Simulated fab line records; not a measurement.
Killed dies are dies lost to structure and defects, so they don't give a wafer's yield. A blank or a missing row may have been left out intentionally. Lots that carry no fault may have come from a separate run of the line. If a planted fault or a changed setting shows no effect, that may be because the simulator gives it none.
What tool caused it? || flow nand_harc || 14 lots, 40 wafers sampled, at 6 steps of a route of 1302

== WHAT THE GAUGES SHOWED, per wafer ==
NHARC_P_BONDPAD_CD_MEAS_13. Usual: 500.6 nm for cd_nm, sd 2.3.
{"lot": "L851", "measured": "day 6 19:20", "on": "cd_sem-01", "cd_nm (nm)": "504.5 500.2 501.6", "flag": ""}
{"lot": "L850", "measured": "day 6 19:54", "on": "cd_sem-01", "cd_nm (nm)": "500.7 500.2 499.4", "flag": ""}
{"lot": "L852", "measured": "day 7 15:23", "on": "cd_sem-03", "cd_nm (nm)": "496.1 496.8 498.4", "flag": ""}
{"lot": "L853", "measured": "day 8 05:23", "on": "cd_sem-01", "cd_nm (nm)": "497.2 497.1 501.7", "flag": ""}
{"lot": "L855", "measured": "day 8 12:29", "on": "cd_sem-03", "cd_nm (nm)": "498.2 498.2 495.0", "flag": ""}
{"lot": "L857", "measured": "day 9 12:29", "on": "cd_sem-01", "cd_nm (nm)": "497.1 496.4 501.9", "flag": ""}
{"lot": "L858", "measured": "day 9 21:20", "on": "cd_sem-03", "cd_nm (nm)": "500.9 497.8 498.2", "flag": ""}
{"lot": "L859", "measured": "day 10 06:16", "on": "cd_sem-03", "cd_nm (nm)": "501.1 501.4 500.7", "flag": ""}
{"lot": "L860", "measured": "day 11 00:43", "on": "cd_sem-01", "cd_nm (nm)": "503.8 501.2 502.2", "flag": ""}
{"lot": "L861", "measured": "day 11 01:33", "on": "cd_sem-03", "cd_nm (nm)": "501.9 502.7 502.5", "flag": ""}
{"lot": "L862", "measured": "day 11 19:32", "on": "cd_sem-02", "cd_nm (nm)": "501.3 502.6 502.3", "flag": ""}
{"lot": "L868", "measured": "day 14 02:50", "on": "cd_sem-03", "cd_nm (nm)": "503.2 504.5", "flag": ""}
{"lot": "L871", "measured": "day 15 04:53", "on": "cd_sem-02", "cd_nm (nm)": "502.8 502.3", "flag": ""}
{"lot": "L873", "measured": "day 16 02:41", "on": "cd_sem-03", "cd_nm (nm)": "499.8 500.5 501.3", "flag": ""}

NHARC_A_ONON_D1_THK_MEAS_24: measures by ellipsometry. Usual: 1002 nm for thk_nm, sd 7.1.
{"lot": "L851", "measured": "day 8 08:46", "on": "film_metro-01", "thk_nm (nm)": "994 995 994", "flag": ""}
{"lot": "L850", "measured": "day 8 08:47", "on": "film_metro-02", "thk_nm (nm)": "999 996 996", "flag": ""}
{"lot": "L852", "measured": "day 9 09:02", "on": "film_metro-02", "thk_nm (nm)": "993 992 993", "flag": ""}
{"lot": "L853", "measured": "day 9 20:26", "on": "film_metro-01", "thk_nm (nm)": "991 991 992", "flag": ""}
{"lot": "L855", "measured": "day 10 02:37", "on": "film_metro-02", "thk_nm (nm)": "1003 1003 1003", "flag": ""}
{"lot": "L857", "measured": "day 11 01:10", "on": "film_metro-02", "thk_nm (nm)": "996 995 997", "flag": ""}
{"lot": "L858", "measured": "day 11 11:38", "on": "film_metro-02", "thk_nm (nm)": "994 994 994", "flag": ""}
{"lot": "L859", "measured": "day 11 20:16", "on": "film_metro-01", "thk_nm (nm)": "1005 1007 1003", "flag": ""}
{"lot": "L860", "measured": "day 12 13:49", "on": "film_metro-02", "thk_nm (nm)": "1002 1000 1001", "flag": ""}
{"lot": "L861", "measured": "day 12 13:49", "on": "film_metro-01", "thk_nm (nm)": "1014 1014 1015", "flag": ""}
{"lot": "L862", "measured": "day 13 13:50", "on": "film_metro-02", "thk_nm (nm)": "1002 1000 1002", "flag": ""}
{"lot": "L868", "measured": "day 15 18:25", "on": "film_metro-02", "thk_nm (nm)": "994 652", "flag": "OFF"}
{"lot": "L871", "measured": "day 16 20:58", "on": "film_metro-01", "thk_nm (nm)": "999 652", "flag": "OFF"}
{"lot": "L873", "measured": "day 17 14:44", "on": "film_metro-02", "thk_nm (nm)": "995 995 996", "flag": ""}

NHARC_END_SORT_01. Usual: killed_at_array 56, standard deviation 18; killed_at_other 1.4, standard deviation 1.5; killed_at_periphery 4, standard deviation 3.1; killed_dies 61, standard deviation 19; killed_open 3.5, standard deviation 1.8; killed_short 2.4, standard deviation 1.4.
{"lot": "L868", "measured": "day 31 18:37", "on": "prober-02", "killed_at_array": "79 676", "killed_at_other": "2 1", "killed_at_periphery": "0 0", "killed_dies": "81 677", "killed_open": "2 3", "killed_short": "2 3", "flag": "OFF"}
{"lot": "L871", "measured": "day 33 02:40", "on": "prober-02", "killed_at_array": "59 669", "killed_at_other": "3 3", "killed_at_periphery": "2 5", "killed_dies": "64 677", "killed_open": "4 1", "killed_short": "0 0", "flag": "OFF"}

== WHICH TOOL RAN EACH LOT (tool, then ch and the chambers of the sampled wafers, then the start) ==
{"lot": "L851", "NHARC_P_BONDPAD_CMP_19": "cmp-03 ch 0,1,3, day 6 21:06", "NHARC_A_ONON_D1_DEP_22": "pecvd_onon-01 ch 0, day 8 08:19", "NHARC_A_ONON_D1_DEP_33": "pecvd-01 ch 0,1, day 8 09:59"}
{"lot": "L850", "NHARC_P_BONDPAD_CMP_19": "cmp-02 ch 2,3, day 6 21:37", "NHARC_A_ONON_D1_DEP_22": "pecvd_onon-03 ch 0, day 8 08:23", "NHARC_A_ONON_D1_DEP_33": "pecvd-03 ch 0,1,2, day 8 10:02"}
{"lot": "L852", "NHARC_P_BONDPAD_CMP_19": "cmp-03 ch 2,3, day 7 17:07", "NHARC_A_ONON_D1_DEP_22": "pecvd_onon-01 ch 0, day 9 08:32", "NHARC_A_ONON_D1_DEP_33": "pecvd-01 ch 0,1,2, day 9 10:17"}
{"lot": "L853", "NHARC_P_BONDPAD_CMP_19": "cmp-04 ch 1,2,3, day 8 07:09", "NHARC_A_ONON_D1_DEP_22": "pecvd_onon-01 ch 0, day 9 20:03", "NHARC_A_ONON_D1_DEP_33": "pecvd-01 ch 1,2, day 9 21:38"}
{"lot": "L855", "NHARC_P_BONDPAD_CMP_19": "cmp-03 ch 1,2,3, day 8 14:17", "NHARC_A_ONON_D1_DEP_22": "pecvd_onon-03 ch 0, day 10 02:07", "NHARC_A_ONON_D1_DEP_33": "pecvd-03 ch 0,1,2, day 10 03:49"}
{"lot": "L857", "NHARC_P_BONDPAD_CMP_19": "cmp-02 ch 1,2, day 9 14:13", "NHARC_A_ONON_D1_DEP_22": "pecvd_onon-01 ch 0, day 11 00:40", "NHARC_A_ONON_D1_DEP_33": "pecvd-04 ch 0,2, day 11 02:22"}
{"lot": "L858", "NHARC_P_BONDPAD_CMP_19": "cmp-03 ch 0,2,3, day 9 23:06", "NHARC_A_ONON_D1_DEP_22": "pecvd_onon-01 ch 0, day 11 11:08", "NHARC_A_ONON_D1_DEP_33": "pecvd-03 ch 0,1,2, day 11 12:50"}
{"lot": "L859", "NHARC_P_BONDPAD_CMP_19": "cmp-04 ch 1,2,3, day 10 08:02", "NHARC_A_ONON_D1_DEP_22": "pecvd_onon-01 ch 0, day 11 19:49", "NHARC_A_ONON_D1_DEP_33": "pecvd-03 ch 0,1,2, day 11 21:28"}
{"lot": "L860", "NHARC_P_BONDPAD_CMP_19": "cmp-02 ch 2,3, day 11 02:26", "NHARC_A_ONON_D1_DEP_22": "pecvd_onon-04 ch 0, day 12 13:18", "NHARC_A_ONON_D1_DEP_33": "pecvd-01 ch 0,2, day 12 15:15"}
{"lot": "L861", "NHARC_P_BONDPAD_CMP_19": "cmp-02 ch 0,2,3, day 11 03:16", "NHARC_A_ONON_D1_DEP_22": "pecvd_onon-03 ch 0, day 12 13:18", "NHARC_A_ONON_D1_DEP_33": "pecvd-03 ch 0,1,2, day 12 15:00"}
{"lot": "L862", "NHARC_P_BONDPAD_CMP_19": "cmp-02 ch 1,2,3, day 11 21:17", "NHARC_A_ONON_D1_DEP_22": "pecvd_onon-04 ch 0, day 13 13:22", "NHARC_A_ONON_D1_DEP_33": "pecvd-04 ch 0,2, day 13 15:06"}
{"lot": "L868", "NHARC_P_BONDPAD_CMP_19": "cmp-02 ch 2, day 14 04:32", "NHARC_A_ONON_D1_DEP_22": "pecvd_onon-01 ch 0, day 15 17:55", "NHARC_A_ONON_D1_DEP_33": "pecvd-03 ch 0,1, day 15 19:37"}
{"lot": "L871", "NHARC_P_BONDPAD_CMP_19": "cmp-02 ch 1,3, day 15 06:41", "NHARC_A_ONON_D1_DEP_22": "pecvd_onon-01 ch 0, day 16 20:27", "NHARC_A_ONON_D1_DEP_33": "pecvd-03 ch 0, day 16 22:15"}
{"lot": "L873", "NHARC_P_BONDPAD_CMP_19": "cmp-02 ch 2,3, day 16 04:29", "NHARC_A_ONON_D1_DEP_22": "pecvd_onon-04 ch 0, day 17 14:17", "NHARC_A_ONON_D1_DEP_33": "pecvd-01 ch 0,1,2, day 17 15:59"}
- NHARC_P_BONDPAD_CMP_19: polishes, t overpolish 30 s, cu recess touch 16 s, target thk 160.81 nm.
- NHARC_A_ONON_D1_DEP_22: target thk 1000 nm.
- NHARC_A_ONON_D1_DEP_33: deposits SiO2, target thk 200 nm.

== AS READ BY THE TOOLS THEMSELVES (means over the sampled wafers that have a number; for cases with no such wafer, the mark the record gives instead) ==
NHARC_P_BONDPAD_CMP_19. Usual: edge_zone_pressure_frac 1.000, standard deviation 0.0048; motor_current_A 12.6 A, standard deviation 1.5; overpolish_run_s 30.000 s, standard deviation 0.011.
{"lot": "L851", "tool": "cmp-03", "edge_zone_pressure_frac": 1.000, "motor_current_A (A)": 12.3, "overpolish_run_s (s)": 30.002, "flag": ""}
{"lot": "L850", "tool": "cmp-02", "edge_zone_pressure_frac": 0.999, "motor_current_A (A)": 11.7, "overpolish_run_s (s)": 29.999, "flag": ""}
{"lot": "L852", "tool": "cmp-03", "edge_zone_pressure_frac": 1.001, "motor_current_A (A)": 12.9, "overpolish_run_s (s)": 30.003, "flag": ""}
{"lot": "L853", "tool": "cmp-04", "edge_zone_pressure_frac": 1.000, "motor_current_A (A)": 11.8, "overpolish_run_s (s)": 30.000, "flag": ""}
{"lot": "L855", "tool": "cmp-03", "edge_zone_pressure_frac": 0.999, "motor_current_A (A)": 12.5, "overpolish_run_s (s)": 29.998, "flag": ""}
{"lot": "L857", "tool": "cmp-02", "edge_zone_pressure_frac": 1.007, "motor_current_A (A)": 13.5, "overpolish_run_s (s)": 29.989, "flag": ""}
{"lot": "L858", "tool": "cmp-03", "edge_zone_pressure_frac": 0.998, "motor_current_A (A)": 13.2, "overpolish_run_s (s)": 30.006, "flag": ""}
{"lot": "L859", "tool": "cmp-04", "edge_zone_pressure_frac": 0.998, "motor_current_A (A)": 11.7, "overpolish_run_s (s)": 30.002, "flag": ""}
{"lot": "L860", "tool": "cmp-02", "edge_zone_pressure_frac": 0.999, "motor_current_A (A)": 12.1, "overpolish_run_s (s)": 30.003, "flag": ""}
{"lot": "L861", "tool": "cmp-02", "edge_zone_pressure_frac": 1.003, "motor_current_A (A)": 13.2, "overpolish_run_s (s)": 29.998, "flag": ""}
{"lot": "L862", "tool": "cmp-02", "edge_zone_pressure_frac": 1.001, "motor_current_A (A)": 13.0, "overpolish_run_s (s)": 29.997, "flag": ""}
{"lot": "L868", "tool": "cmp-02", "edge_zone_pressure_frac": 1.002, "motor_current_A (A)": 15.0, "overpolish_run_s (s)": 29.998, "flag": ""}
{"lot": "L871", "tool": "cmp-02", "edge_zone_pressure_frac": 1.003, "motor_current_A (A)": 11.5, "overpolish_run_s (s)": 30.001, "flag": ""}
{"lot": "L873", "tool": "cmp-02", "edge_zone_pressure_frac": 1.001, "motor_current_A (A)": 12.3, "overpolish_run_s (s)": 30.007, "flag": ""}

NHARC_A_ONON_D1_DEP_33. Usual: heater_power_w 581 W, standard deviation 76; throttle_valve_pct 16.0 %, standard deviation 0.49.
{"lot": "L851", "tool": "pecvd-01", "heater_power_w (W)": 595, "throttle_valve_pct (%)": 15.4, "flag": ""}
{"lot": "L850", "tool": "pecvd-03", "heater_power_w (W)": 593, "throttle_valve_pct (%)": 15.8, "flag": ""}
{"lot": "L852", "tool": "pecvd-01", "heater_power_w (W)": 586, "throttle_valve_pct (%)": 15.9, "flag": ""}
{"lot": "L853", "tool": "pecvd-01", "heater_power_w (W)": 627, "throttle_valve_pct (%)": 15.5, "flag": ""}
{"lot": "L855", "tool": "pecvd-03", "heater_power_w (W)": 602, "throttle_valve_pct (%)": 15.9, "flag": ""}
{"lot": "L857", "tool": "pecvd-04", "heater_power_w (W)": 612, "throttle_valve_pct (%)": 16.0, "flag": ""}
{"lot": "L858", "tool": "pecvd-03", "heater_power_w (W)": 592, "throttle_valve_pct (%)": 15.8, "flag": ""}
{"lot": "L859", "tool": "pecvd-03", "heater_power_w (W)": 567, "throttle_valve_pct (%)": 15.8, "flag": ""}
{"lot": "L860", "tool": "pecvd-01", "heater_power_w (W)": 596, "throttle_valve_pct (%)": 16.4, "flag": ""}
{"lot": "L861", "tool": "pecvd-03", "heater_power_w (W)": 572, "throttle_valve_pct (%)": 15.9, "flag": ""}
{"lot": "L862", "tool": "pecvd-04", "heater_power_w (W)": 565, "throttle_valve_pct (%)": 16.5, "flag": ""}
{"lot": "L868", "tool": "pecvd-03", "heater_power_w (W)": 518, "throttle_valve_pct (%)": 16.1, "flag": ""}
{"lot": "L871", "tool": "pecvd-03", "heater_power_w (W)": 602, "throttle_valve_pct (%)": 16.7, "flag": ""}
{"lot": "L873", "tool": "pecvd-01", "heater_power_w (W)": 540, "throttle_valve_pct (%)": 15.9, "flag": ""}

== THE ANSWER, worked out from the rows above alone ==
Rule: a lot is off if the mean of its wafers that have a number lies more than 3 standard deviations from the usual mean. Also off: a lot with no number at a reading for which 4 or more lots have one. Where the step has rows for the other lots, those lots are counted as sound. The gauges are gone through in route order, then the tools' own readings, and for those a lot's mean is taken as printed above. The first step at which some lot is off is used, and at that step the reading that is off furthest; a lot without a number counts as furthest.
Off at NHARC_A_ONON_D1_THK_MEAS_24 (thk_nm): L868, L871.
A tool fits if, at a process step before that reading, it ran every lot that is off, and no sound lot after the first of them. The gauges at NHARC_A_ONON_D1_THK_MEAS_24 aren't tried: what is off there is off at NHARC_END_SORT_01 too, on other tools, and a gauge's error can't cause that. One fits: pecvd_onon-01 at NHARC_A_ONON_D1_DEP_22. A fault onset in the window from L859 (day 11 19:49, its last sound lot) to L868 (day 15 17:55, its first lot off) fits.

== WHAT THE SIMULATOR HAD PUT IN ==
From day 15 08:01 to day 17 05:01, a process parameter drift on pecvd_onon-01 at NHARC_A_ONON_D1_DEP_22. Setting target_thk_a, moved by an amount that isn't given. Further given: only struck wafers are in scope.
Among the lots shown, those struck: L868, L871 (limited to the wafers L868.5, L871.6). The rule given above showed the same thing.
